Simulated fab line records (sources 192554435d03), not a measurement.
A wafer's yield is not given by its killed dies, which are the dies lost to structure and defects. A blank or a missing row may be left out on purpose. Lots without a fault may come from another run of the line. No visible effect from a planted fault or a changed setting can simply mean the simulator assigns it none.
fab line records	flow n5_finfet
record: lots: 7	wafers: 21
route steps=1938 shown BEOL_M12@1602 BEOL_M13@1665 BEOL_M15@1797
start_h: hours from the record's opening day to when the first of the lot's shown wafers began	wait_h: time in hours since the lot's previous step	" unchanged from the row above	L1.1+2: a single row standing in for several wafers	- no value, or no start given	* or withheld: withheld	< > ~ a bound
route shown NAME@n: NAME is a module with steps in the file, n the number in the route of the first one	usual: average and standard deviation across the fault-free wafers	same: alike in all rows	chamber/n: place in a boat	sites: each site's reading	_std_site: standard deviation of those values	_edge_site: the outer-site mean with the inner-site mean subtracted	radius_mm: how far each site lies from the wafer's centre	mask NAME#n: copy n	behind: tool/chamber where the wafer was last shaped	hold: reason for holding the lot/hours on hold/outcome of the hold	device: names the non-switching transistor (n, p or np)	end of line: tests run on the same wafers once the route is complete	where a step has no rows: the recipe by itself	killed: dies that structure and defects cost at the first sort, which is not the same as the wafer's yield	map: shows each die of a wafer: x if killed, . if not, _ if none is there
set.NAME: the setting as run; set.NAME@STEP: as run at that earlier step	model.NAME: the simulator's own value behind a step, which no gauge read
lots where settings were altered on purpose, with a table for each step and a row for each wafer
== steps ==
step: N5_BEOL_M12_ILD_DEP_00
recipe: material: SiOC	target_thk_a: 6589.2	temp_c: 350	precursor: DEMS/O2	pressure_torr: 5	rf_w: 500	time_s: 130.7
lot.wafer	tool	chamber	start_h	wait_h	set.time_s	model.SiOC_of_BEOL_M12_ILD_DEP_00.thk_nm
L077.2	pecvd-02	2	234.75	0.0	113.9	577.8
L077.3	"	0	"	"	130.7	644
L077.6	"	0	"	"	130.7	665
L075.3	pecvd-03	2	235.14	0.0	130.7	654.8
L075.5	"	2	"	"	119.3	604
L075.6	"	1	"	"	130.7	660.2
L079.1	pecvd-02	0	263.54	0.0	119.5	600
L079.3	"	1	"	"	130.7	651.6
L079.6	"	2	"	"	119.5	609.2
L085.2	pecvd-01	2	290.69	0.0	117.6	584.6
L085.5	"	2	"	"	117.6	595
L085.6	"	1	"	"	130.7	670.8
L091.1	pecvd-02	1	320.79	0.0	130.7	649.2
L091.4	"	2	"	"	130.7	664.4
L091.6	"	0	"	"	123.6	623
L089.3	pecvd-01	0	324.38	0.0	118.9	591.8
L089.4	"	2	"	"	118.9	604.8
L089.6	"	1	"	"	130.7	671
L096.1	pecvd-03	2	361.79	0.0	130.7	644.8
L096.5	"	0	"	"	130.7	662
L096.6	"	2	"	"	130.7	659
step: N5_BEOL_M12_THK_MEAS_01
recipe: reads: SiOC_of_BEOL_M12_ILD_DEP_00
usual: M12_ILD_THK: 660/8.4
lot.wafer	tool	chamber	start_h	wait_h	set.time_s@BEOL_M12_ILD_DEP_00	M12_ILD_THK[nm]
L077.2	film_metro-01	-	234.88	0.1	113.9	578
L077.3	"	-	"	"	130.7	644
L077.6	"	-	"	"	130.7	665
L075.3	film_metro-02	-	235.27	0.1	130.7	655
L075.5	"	-	"	"	119.3	604
L075.6	"	-	"	"	130.7	660
L079.1	film_metro-01	-	263.67	0.1	119.5	600
L079.3	"	-	"	"	130.7	652
L079.6	"	-	"	"	119.5	609
L085.2	film_metro-01	-	290.82	0.1	117.6	585
L085.5	"	-	"	"	117.6	595
L085.6	"	-	"	"	130.7	671
L091.1	film_metro-01	-	320.92	0.1	130.7	649
L091.4	"	-	"	"	130.7	664
L091.6	"	-	"	"	123.6	623
L089.3	film_metro-01	-	324.51	0.1	118.9	592
L089.4	"	-	"	"	118.9	605
L089.6	"	-	"	"	130.7	671
L096.1	film_metro-01	-	361.92	0.1	130.7	645
L096.5	"	-	"	"	130.7	662
L096.6	"	-	"	"	130.7	659
step: N5_BEOL_M12_PEB_08
recipe: peb_temp_c: 130	peb_time_s: 90
lot.wafer	tool	chamber	start_h	wait_h	set.peb_time_s
L077.2	litho_track-04	0	235.07	0.0	90
L077.3+6	"	0	"	"	107.3
L075.3+5	litho_track-04	0	235.46	0.0	98.49
L075.6	"	0	"	"	90
L079.1+3+6	litho_track-01	0	263.86	0.1	90
L085.2	litho_track-01	0	291.14	0.0	90
L085.5+6	"	0	"	"	83.04
L091.1+4+6	litho_track-04	0	321.11	0.1	90
L089.3	litho_track-04	0	324.83	0.0	90
L089.4+6	"	0	"	"	103
L096.1+5+6	litho_track-01	0	362.23	0.1	90
step: N5_BEOL_M12_DEVELOP_09
recipe: develop_time_s: 45	rinse_liquid: diw	dry: air_spin	dev_temp_c: 21
step: N5_BEOL_M12_HARDBAKE_14
recipe: temp_c: 130	time_s: 120
step: N5_BEOL_M12_CD_MEAS_10
recipe: target_cd_nm: 140	landing_energy_ev: 500	detector: se_inlens	polarity: opening
usual: cd_nm: 140.2/1.6
lot.wafer	tool	chamber	start_h	wait_h	set.peb_time_s@BEOL_M12_PEB_08	cd_nm
L077.2	cd_sem-02	0	235.18	-	90	139.4
L077.3	"	0	"	"	107.3	142.4
L077.6	"	0	"	"	107.3	142.7
L075.3	cd_sem-03	0	235.58	-	98.49	140.7
L075.5	"	0	"	"	98.49	141.3
L075.6	"	0	"	"	90	139.2
L079.1	cd_sem-03	0	263.97	-	90	138.3
L079.3	"	0	"	"	90	139.7
L079.6	"	0	"	"	90	139.4
L085.2	cd_sem-01	0	291.25	-	90	140.8
L085.5	"	0	"	"	83.04	138.8
L085.6	"	0	"	"	83.04	137.7
L091.1	cd_sem-02	0	321.23	-	90	138.9
L091.4	"	0	"	"	90	137.1
L091.6	"	0	"	"	90	137.6
L089.3	cd_sem-02	0	324.94	-	90	140.4
L089.4	"	0	"	"	103	143.1
L089.6	"	0	"	"	103	144.4
L096.1	cd_sem-01	0	362.35	-	90	139.9
L096.5	"	0	"	"	90	139.0
L096.6	"	0	"	"	90	138.5
step: N5_BEOL_M12_DESCUM_15
recipe: chemistry: O2	time_s: 7.9	source_power_w: 50	bias_power_w: 20	pressure_mtorr: 20	rf_frequency_hz: 2.712e+07	temp_c: 40	o2_flow_sccm: 225
step: N5_BEOL_M12_ETCH_59
recipe: chemistry: N2/H2	target: BARC	target_depth_a: 890	overetch_a: 267	time_s: 67.9	ion_energy_ev: 200	pressure_mtorr: 30	source_w: 840	bias_w: 150	n2_flow_sccm: 200	h2_flow_sccm: 200
step: N5_BEOL_M12_VIA_ETCH_16
recipe: chemistry: C4F8/O2/Ar	target: SiOC	pressure_mtorr: 30	source_w: 3000	bias_w: 700	Ar_flow_sccm: 400	C4F8_flow_sccm: 15	O2_flow_sccm: 8	he_inner_torr: 15	he_outer_torr: 30	target_depth_a: 7248	time_s: withheld	ion_energy_ev: 250	ends: cleared
lot.wafer	tool	chamber	start_h	wait_h	set.time_s@BEOL_M12_ILD_DEP_00	model.etch.depth_nm	model.coat_of_BEOL_M12_COAT_04.thk_nm
L077.2	rie_diel-06	0	235.36	0.0	*	577.7	149.8
L077.3	"	3	"	"	*	644	127
L077.6	"	2	"	"	*	665.1	124.4
L075.3	rie_diel-04	0	235.75	0.0	*	654.8	121.8
L075.5	"	0	"	"	*	604	137
L075.6	"	1	"	"	*	660.2	121.8
L079.1	rie_diel-02	2	264.15	0.0	*	600.1	139
L079.3	"	0	"	"	*	651.7	123.6
L079.6	"	0	"	"	*	609.1	137.2
L085.2	rie_diel-04	1	291.45	0.0	*	584.7	143.6
L085.5	"	0	"	"	*	594.9	142.2
L085.6	"	3	"	"	*	670.7	120.2
L091.1	rie_diel-04	2	321.40	0.0	*	649.3	124.4
L091.4	"	1	"	"	*	664.4	120.8
L091.6	"	2	"	"	*	623	134
L089.3	rie_diel-04	0	325.12	0.0	*	591.8	141.6
L089.4	"	3	"	"	*	604.8	139.2
L089.6	"	1	"	"	*	671	117.4
L096.1	rie_diel-06	2	362.52	0.0	*	644.8	130.4
L096.5	"	2	"	"	*	662	124
L096.6	"	1	"	"	*	659	125.4
step: N5_BEOL_M12_STRIP_63
recipe: chemistry: N2/H2	power_w: 1000	temp_c: 250	h2_frac: 0.65	overash_fraction: 0.3	pressure_mtorr: 1000	n2_flow_sccm: 1750	h2_flow_sccm: 3250
usual: strip_time_to_endpoint_s: 42.4/0.77
lot.wafer	tool	chamber	start_h	wait_h	set.time_s@BEOL_M12_ILD_DEP_00	strip_time_to_endpoint_s
L077.2	plasma_asher-02	1	235.56	-	113.9	49.6
L077.3	"	1	"	"	130.7	43.6
L077.6	"	1	"	"	130.7	42.8
L075.3	plasma_asher-02	1	235.97	-	130.7	42.2
L075.5	"	1	"	"	119.3	46.2
L075.6	"	0	"	"	130.7	42.2
L079.1	plasma_asher-02	1	264.35	-	119.5	46.8
L079.3	"	0	"	"	130.7	42.7
L079.6	"	0	"	"	119.5	46.3
L085.2	plasma_asher-01	0	291.65	-	117.6	48.0
L085.5	"	1	"	"	117.6	47.6
L085.6	"	0	"	"	130.7	41.7
L091.1	plasma_asher-01	1	321.60	-	130.7	42.9
L091.4	"	0	"	"	130.7	41.9
L091.6	"	0	"	"	123.6	45.4
L089.3	plasma_asher-01	1	325.33	-	118.9	47.4
L089.4	"	0	"	"	118.9	46.8
L089.6	"	1	"	"	130.7	41.0
L096.1	plasma_asher-02	1	362.72	-	130.7	44.4
L096.5	"	1	"	"	130.7	42.7
L096.6	"	0	"	"	130.7	43.1
step: N5_BEOL_M13_EXPOSE_07
recipe: mask_id: V12	na: 0.93	source_shape: conventional	sigma_outer: 0.6	polarization: unpolarized	attpsm_phase_deg: 180	dose_mj: 24.8
lot.wafer	tool	chamber	start_h	wait_h	mask	set.dose_mj
L077.2+6	krf_scanner-01	0	239.47	-	V12#0	23.48
L077.3	"	0	"	"	V12#0	24.8
L075.3+5+6	krf_scanner-01	0	239.53	-	V12#0	24.8
L079.1	krf_scanner-02	0	269.15	-	V12#0	23.95
L079.3+6	"	0	"	"	V12#0	24.8
L085.2+5	krf_scanner-02	0	295.10	-	V12#0	24.8
L085.6	"	0	"	"	V12#0	23.72
L091.1+4+6	krf_scanner-01	0	330.20	-	V12#0	24.8
L089.3+6	krf_scanner-02	0	331.12	-	V12#0	25.38
L089.4	"	0	"	"	V12#0	24.8
L096.1+5+6	krf_scanner-02	0	369.12	-	V12#0	24.8
step: N5_BEOL_M13_PEB_08
recipe: peb_temp_c: 130	peb_time_s: 90
step: N5_BEOL_M13_DEVELOP_09
recipe: develop_time_s: 45	rinse_liquid: diw	dry: air_spin	dev_temp_c: 21
step: N5_BEOL_M13_HARDBAKE_14
recipe: temp_c: 130	time_s: 120
step: N5_BEOL_M13_CD_MEAS_10
recipe: target_cd_nm: 190	landing_energy_ev: 500	detector: se_inlens	polarity: opening
usual: cd_nm: 189.7/1.3
lot.wafer	tool	chamber	start_h	wait_h	set.dose_mj@BEOL_M13_EXPOSE_07	cd_nm
L077.2	cd_sem-01	0	239.64	-	23.48	183.3
L077.3	"	0	"	"	24.8	188.5
L077.6	"	0	"	"	23.48	182.4
L075.3	cd_sem-01	0	239.69	-	24.8	189.6
L075.5	"	0	"	"	24.8	188.8
L075.6	"	0	"	"	24.8	187.7
L079.1	cd_sem-03	0	269.32	-	23.95	187.7
L079.3	"	0	"	"	24.8	191.6
L079.6	"	0	"	"	24.8	191.7
L085.2	cd_sem-01	0	295.26	-	24.8	189.8
L085.5	"	0	"	"	24.8	190.3
L085.6	"	0	"	"	23.72	184.5
L091.1	cd_sem-03	0	330.38	-	24.8	190.0
L091.4	"	0	"	"	24.8	188.7
L091.6	"	0	"	"	24.8	188.9
L089.3	cd_sem-02	0	331.29	-	25.38	191.9
L089.4	"	0	"	"	24.8	190.7
L089.6	"	0	"	"	25.38	192.7
L096.1	cd_sem-03	0	369.29	-	24.8	190.3
L096.5	"	0	"	"	24.8	189.4
L096.6	"	0	"	"	24.8	189.9
step: N5_BEOL_M13_STRIP_71
recipe: chemistry: post_etch_residue_remover	time_s: 60	temp_c: 25	remover_ph: withheld	remover_water_wt_pct: withheld	remover_fluoride_wt_pct: withheld
step: N5_BEOL_M13_SRD_72
recipe: time_s: 30	temp_c: 23	rinse_liquid: diw	dry: n2_spin	spin_rpm: 1500	dry_time_s: 30
step: N5_BEOL_M13_CD_MEAS_17
recipe: target_cd_nm: 190	polarity: opening
usual: cd_nm: 190.0/1.3
lot.wafer	tool	chamber	start_h	wait_h	set.dose_mj@BEOL_M13_EXPOSE_07	cd_nm
L077.2	cd_sem-02	-	240.26	0.0	23.48	183.6
L077.3	"	-	"	"	24.8	189.1
L077.6	"	-	"	"	23.48	182.6
L075.3	cd_sem-01	-	240.56	0.0	24.8	189.9
L075.5	"	-	"	"	24.8	190.0
L075.6	"	-	"	"	24.8	187.7
L079.1	cd_sem-03	-	270.04	0.0	23.95	187.7
L079.3	"	-	"	"	24.8	191.7
L079.6	"	-	"	"	24.8	190.4
L085.2	cd_sem-02	-	295.88	0.0	24.8	190.2
L085.5	"	-	"	"	24.8	190.3
L085.6	"	-	"	"	23.72	184.5
L091.1	cd_sem-02	-	330.99	0.0	24.8	188.1
L091.4	"	-	"	"	24.8	188.5
L091.6	"	-	"	"	24.8	188.9
L089.3	cd_sem-02	-	331.91	0.0	25.38	191.9
L089.4	"	-	"	"	24.8	191.9
L089.6	"	-	"	"	25.38	193.6
L096.1	cd_sem-02	-	369.91	0.0	24.8	189.3
L096.5	"	-	"	"	24.8	188.3
L096.6	"	-	"	"	24.8	188.7
step: N5_BEOL_M13_ETCH_68
recipe: chemistry: N2/H2	target: SOC	mask_material: SiARC	source_w: 3000	bias_w: 350	temp_c: 40	time_s: 355	ion_energy_ev: 200	pressure_mtorr: 30	n2_flow_sccm: 200	h2_flow_sccm: 200
lot.wafer	tool	chamber	start_h	wait_h	set.time_s	model.SiARC_of_BEOL_M13_COAT_66.thk_nm
L077.2	rie_diel-05	0	240.87	0.1	433.4	69.6
L077.3	"	2	"	"	433.4	70.2
L077.6	"	1	"	"	355	76.6
L075.3	rie_diel-01	1	241.15	0.1	378.5	73.6
L075.5	"	0	"	"	355	76
L075.6	"	1	"	"	355	75.8
L079.1	rie_diel-05	3	270.63	0.1	281.7	83.8
L079.3	"	0	"	"	281.7	84
L079.6	"	2	"	"	355	77.4
L085.2+5	rie_diel-03	2,3	296.51	0.1	355	77.8
L085.6	"	2	"	"	355	77.6
L091.1	rie_diel-01	1	331.89	0.1	302.3	82
L091.4	"	3	"	"	355	76.8
L091.6	"	3	"	"	355	76.2
L089.3	rie_diel-01	2	332.50	0.1	355	77.8
L089.4	"	3	"	"	355	76.6
L089.6	"	0	"	"	355	76.8
L096.1	rie_diel-05	2	370.56	0.1	355	78
L096.5	"	2	"	"	355	77.8
L096.6	"	3	"	"	355	77.4
step: N5_BEOL_M13_SPUTTER_43
recipe: material: TaN	target_thk_a: 150	temp_c: 50	bias_v: 168.6	power_w: 15000	chamber_pressure_pa: 0.12	time_s: 24.19
lot.wafer	tool	chamber	start_h	wait_h	set.time_s	model.TaN_of_BEOL_M13_SPUTTER_43.thk_nm
L077.2+3	pvd_sputter-02	-	248.36	0.0	24.19	15
L077.6	"	-	"	"	22.07	13.8
L075.3	pvd_sputter-02	-	248.72	0.0	27.39	17.2
L075.5	"	-	"	"	27.39	17
L075.6	"	-	"	"	24.19	15.2
L079.1	pvd_sputter-03	-	272.27	0.0	24.19	15
L079.3	"	-	"	"	24.19	15.2
L079.6	"	-	"	"	22.06	13.6
L085.2	pvd_sputter-02	-	297.50	0.0	24.19	14.8
L085.5	"	-	"	"	26.5	16.2
L085.6	"	-	"	"	26.5	16.4
L091.1+6	pvd_sputter-01	-	332.82	0.0	24.19	15
L091.4	"	-	"	"	21.28	13.4
L089.3	pvd_sputter-03	-	335.01	0.0	22.45	14
L089.4	"	-	"	"	22.45	14.2
L089.6	"	-	"	"	24.19	15.2
L096.1+5+6	pvd_sputter-03	-	371.59	0.0	24.19	14.6
step: N5_BEOL_M15_COAT_22
recipe: spin_rpm: 1704	resist_thk_nm: 800
lot.wafer	tool	chamber	start_h	wait_h	set.spin_rpm	model.coat_of_BEOL_M15_COAT_22.thk_nm
L077.2	litho_track-01	0	-	-	1583	829.4
L077.3	"	0	"	"	1583	831
L077.6	"	0	"	"	1583	831.4
L075.3	litho_track-02	0	-	-	1704	804
L075.5	"	0	"	"	1704	806.8
L075.6	"	0	"	"	1704	804.6
L079.1	litho_track-03	0	-	-	1704	801.6
L079.3	"	0	"	"	1704	803
L079.6	"	0	"	"	1764	786.6
L085.2	litho_track-03	0	-	-	1636	818
L085.5	"	0	"	"	1704	798.6
L085.6	"	0	"	"	1636	816.6
L091.1	litho_track-03	0	-	-	1623	818.2
L091.4	"	0	"	"	1623	819.8
L091.6	"	0	"	"	1623	819.4
L089.3	litho_track-02	0	-	-	1769	786.6
L089.4	"	0	"	"	1704	801.2
L089.6	"	0	"	"	1704	804
L096.1	litho_track-01	0	-	-	1704	801.6
L096.5	"	0	"	"	1704	804.6
L096.6	"	0	"	"	1704	801.4
step: N5_BEOL_M15_PEB_26
recipe: peb_temp_c: 130	peb_time_s: 90
lot.wafer	tool	chamber	start_h	wait_h	set.peb_temp_c
L077.2+6	litho_track-02	0	258.13	0.0	126.9
L077.3	"	0	"	"	130
L075.3+5	litho_track-01	0	258.88	0.0	130
L075.6	"	0	"	"	132.8
L079.1+3+6	litho_track-03	0	282.42	0.1	130
L085.2+5+6	litho_track-02	0	306.73	0.0	130
L091.1+4	litho_track-01	0	343.07	0.1	132
L091.6	"	0	"	"	130
L089.3+4+6	litho_track-02	0	343.24	0.0	130
L096.1+5+6	litho_track-01	0	383.18	0.1	130
step: N5_BEOL_M15_DEVELOP_27
recipe: develop_time_s: 45	rinse_liquid: diw	dry: air_spin	dev_temp_c: 21
step: N5_BEOL_M15_HARDBAKE_32
recipe: temp_c: 130	time_s: 120
step: N5_BEOL_M15_CD_MEAS_28
recipe: target_cd_nm: 407.6	landing_energy_ev: 500	detector: se_inlens
usual: cd_nm: 408.2/1.4
lot.wafer	tool	chamber	start_h	wait_h	set.peb_temp_c@BEOL_M15_PEB_26	cd_nm
L077.2	cd_sem-02	0	258.25	-	126.9	391.2
L077.3	"	0	"	"	130	407.6
L077.6	"	0	"	"	126.9	391.3
L075.3	cd_sem-02	0	258.99	-	130	407.2
L075.5	"	0	"	"	130	405.9
L075.6	"	0	"	"	132.8	419.5
L079.1	cd_sem-01	0	282.54	-	130	406.9
L079.3	"	0	"	"	130	411.1
L079.6	"	0	"	"	130	409.2
L085.2	cd_sem-02	0	306.85	-	130	406.5
L085.5	"	0	"	"	130	406.5
L085.6	"	0	"	"	130	407.2
L091.1	cd_sem-02	0	343.19	-	132	415.3
L091.4	"	0	"	"	132	414.0
L091.6	"	0	"	"	130	404.5
L089.3	cd_sem-01	0	343.36	-	130	410.2
L089.4	"	0	"	"	130	410.4
L089.6	"	0	"	"	130	408.5
L096.1	cd_sem-03	0	383.29	-	130	410.1
L096.5	"	0	"	"	130	410.1
L096.6	"	0	"	"	130	409.2
step: N5_BEOL_M15_DESCUM_33
recipe: chemistry: O2	time_s: 7.9	source_power_w: 50	bias_power_w: 20	pressure_mtorr: 20	rf_frequency_hz: 2.712e+07	temp_c: 40	o2_flow_sccm: 225
lot.wafer	tool	chamber	start_h	wait_h	set.peb_temp_c@BEOL_M15_PEB_26	model.BEOL_M15.cd_nm
L077.2+6	rie_diel-03	0	259.37	1.1	126.9	391.4
L077.3	"	1	"	"	130	407.6
L075.3	rie_diel-05	2	259.81	0.8	130	407.2
L075.5	"	3	"	"	130	406
L075.6	"	0	"	"	132.8	419.4
L079.1	rie_diel-05	2	282.62	0.0	130	407
L079.3	"	1	"	"	130	411
L079.6	"	2	"	"	130	409
L085.2	rie_diel-01	2	306.93	0.0	130	406.4
L085.5	"	2	"	"	130	406.2
L085.6	"	1	"	"	130	407
L091.1	rie_diel-05	0	343.28	0.0	132	415.4
L091.4	"	3	"	"	132	414.4
L091.6	"	2	"	"	130	404.8
L089.3	rie_diel-01	0	343.45	0.0	130	410.6
L089.4	"	2	"	"	130	410.4
L089.6	"	1	"	"	130	408.6
L096.1	rie_diel-03	1	383.43	0.1	130	410
L096.5	"	3	"	"	130	410.2
L096.6	"	2	"	"	130	409
step: N5_BEOL_M15_ETCH_61
recipe: chemistry: N2/H2	target: BARC	target_depth_a: 890	overetch_a: 267	time_s: 67.9	ion_energy_ev: 200	pressure_mtorr: 30	source_w: 840	bias_w: 150	n2_flow_sccm: 200	h2_flow_sccm: 200
lot.wafer	tool	chamber	start_h	wait_h	set.time_s	set.spin_rpm@BEOL_M15_COAT_22	set.peb_temp_c@BEOL_M15_PEB_26	model.coat_of_BEOL_M15_COAT_22.thk_nm	model.BEOL_M15.cd_nm
L077.2	rie_diel-03	0	259.40	0.0	67.9	1583	126.9	747.4	383.6
L077.3	"	1	"	"	67.9	1583	130	748.6	399.4
L077.6	"	0	"	"	67.9	1583	126.9	749.8	383.8
L075.3	rie_diel-05	2	259.84	0.0	67.9	1704	130	722.2	399.2
L075.5	"	3	"	"	67.9	1704	130	723.4	400
L075.6	"	0	"	"	67.9	1704	132.8	720.2	413
L079.1	rie_diel-05	2	282.66	0.0	67.9	1704	130	720.6	398.6
L079.3	"	1	"	"	67.9	1704	130	720.4	403.6
L079.6	"	2	"	"	67.9	1764	130	705.8	400.8
L085.2	rie_diel-01	2	306.97	0.0	67.9	1636	130	734.6	398.8
L085.5	"	2	"	"	76.33	1704	130	706.8	399.8
L085.6	"	1	"	"	67.9	1636	130	732.2	399.8
L091.1	rie_diel-05	0	343.31	0.0	67.9	1623	132	734.8	408.6
L091.4	"	3	"	"	67.9	1623	132	736.6	407.8
L091.6	"	2	"	"	67.9	1623	130	737.6	397.6
L089.3	rie_diel-01	0	343.48	0.0	54.04	1769	130	715.8	400
L089.4	"	2	"	"	54.04	1704	130	731.4	400.4
L089.6	"	1	"	"	67.9	1704	130	720.2	400.6
L096.1	rie_diel-03	1	383.47	0.0	67.9	1704	130	719.2	402
L096.5	"	3	"	"	67.9	1704	130	723.2	402.4
L096.6	"	2	"	"	67.9	1704	130	719.2	401.6
== key ==
split: step: N5_BEOL_M12_ILD_DEP_00	setting: time_s	stated: 130.7	by: wafer
response: step: N5_BEOL_M12_ILD_DEP_00	reading: model.SiOC_of_BEOL_M12_ILD_DEP_00.thk_nm	change: +6.66	per: 1%	r: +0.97
response: step: N5_BEOL_M12_THK_MEAS_01	reading: M12_ILD_THK	change: +6.68	per: 1%	r: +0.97
response: step: N5_BEOL_M12_VIA_ETCH_16	reading: model.etch.depth_nm	change: +6.67	per: 1%	r: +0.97
response: step: N5_BEOL_M12_VIA_ETCH_16	reading: model.coat_of_BEOL_M12_COAT_04.thk_nm	change: -2.02	per: 1%	r: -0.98
response: step: N5_BEOL_M12_STRIP_63	reading: strip_time_to_endpoint_s	change: *	per: 1%	r: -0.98
split: step: N5_BEOL_M12_PEB_08	setting: peb_time_s	stated: 90	by: wafer
response: step: N5_BEOL_M12_CD_MEAS_10	reading: cd_nm	change: +0.2	per: 1%	r: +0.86
split: step: N5_BEOL_M13_EXPOSE_07	setting: dose_mj	stated: 24.8	by: wafer
response: step: N5_BEOL_M13_CD_MEAS_10	reading: cd_nm	change: +1.1	per: 1%	r: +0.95
response: step: N5_BEOL_M13_CD_MEAS_17	reading: cd_nm	change: +1.1	per: 1%	r: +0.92
split: step: N5_BEOL_M13_ETCH_68	setting: time_s	stated: 355	by: wafer
response: step: N5_BEOL_M13_ETCH_68	reading: model.SiARC_of_BEOL_M13_COAT_66.thk_nm	change: -0.322	per: 1%	r: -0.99
split: step: N5_BEOL_M13_SPUTTER_43	setting: time_s	stated: 24.19	by: wafer
response: step: N5_BEOL_M13_SPUTTER_43	reading: model.TaN_of_BEOL_M13_SPUTTER_43.thk_nm	change: +0.146	per: 1%	r: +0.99
split: step: N5_BEOL_M15_COAT_22	setting: spin_rpm	stated: 1704	by: wafer
response: step: N5_BEOL_M15_COAT_22	reading: model.coat_of_BEOL_M15_COAT_22.thk_nm	change: -4.45	per: 1%	r: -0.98
response: step: N5_BEOL_M15_ETCH_61	reading: model.coat_of_BEOL_M15_COAT_22.thk_nm	change: -4.57	per: 1%	r: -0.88
split: step: N5_BEOL_M15_PEB_26	setting: peb_temp_c	stated: 130	by: wafer
response: step: N5_BEOL_M15_CD_MEAS_28	reading: cd_nm	change: +6.49	per: 1%	r: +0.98
response: step: N5_BEOL_M15_DESCUM_33	reading: model.BEOL_M15.cd_nm	change: +6.44	per: 1%	r: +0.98
response: step: N5_BEOL_M15_ETCH_61	reading: model.BEOL_M15.cd_nm	change: +6.51	per: 1%	r: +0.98
split: step: N5_BEOL_M15_ETCH_61	setting: time_s	stated: 67.9	by: wafer
response: step: N5_BEOL_M15_ETCH_61	reading: model.coat_of_BEOL_M15_COAT_22.thk_nm	slope: -0.618	per: 1%	together_with: spin_rpm@BEOL_M15_COAT_22	explained: 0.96
